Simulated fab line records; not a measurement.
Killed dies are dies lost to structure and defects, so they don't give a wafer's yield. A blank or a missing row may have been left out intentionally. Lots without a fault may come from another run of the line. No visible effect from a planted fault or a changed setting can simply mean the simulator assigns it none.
Chamber matching | flow nandHarc | pecvd-02 running NHARC_P_M0_PRE_CLEAN_31: 3 sister chambers
The step time 12 s. 6 wafers are shown with their chamber, then 9 later ones without.

== EACH WAFER AND ITS CHAMBER ==
wafer  | chamber | heaterPowerW (W) | heaterPowerOuterW (W)
L085.4 | 1       | 749              | 404
L085.5 | 2       | 485              | 293
L085.6 | 0       | 593              | 369
L089.1 | 2       | 543              | 338
L089.3 | 0       | 586              | 353
L089.6 | 1       | 717              | 395

== WAFERS WITHOUT THEIR CHAMBER ==
wafer  | heaterPowerW (W) | heaterPowerOuterW (W)
L093.1 | 536              | 312
L093.2 | 748              | 417
L093.6 | 551              | 328
L092.2 | 656              | 330
L092.5 | 542              | 338
L092.6 | 634              | 341
L094.3 | 494              | 310
L094.4 | 635              | 385
L094.6 | 503              | 302

== EACH ONE'S CHAMBER ==
wafer  | from the rows above     | in truth
L093.1 | 2                       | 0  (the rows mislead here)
L093.2 | 1                       | 1
L093.6 | can't be placed: 2 or 0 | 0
L092.2 | can't be placed: 0 or 1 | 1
L092.5 | can't be placed: 2 or 0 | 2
L092.6 | 0                       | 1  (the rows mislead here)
L094.3 | 2                       | 2
L094.4 | can't be placed: 0 or 1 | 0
L094.6 | 2                       | 2
3 of 9 placed correctly. These rows do not allow placing 4 (true chamber among the candidates in 4). 2 placed wrongly.
How it was worked out, from the rows above alone: a wafer's distance from a chamber is the root of the sum, over the readings, of the square of ((its reading less the chamber's mean) divided by the reading's scatter). If the next closest chamber is less than 2 further off than the closest, the wafer can't be placed; otherwise it belongs to the closest. Each chamber's mean is taken over the wafers shown for it. The scatter is the square root of a quotient: the sum, over the shown wafers, of each reading's squared deviation from its chamber's mean, divided by wafers minus chambers.
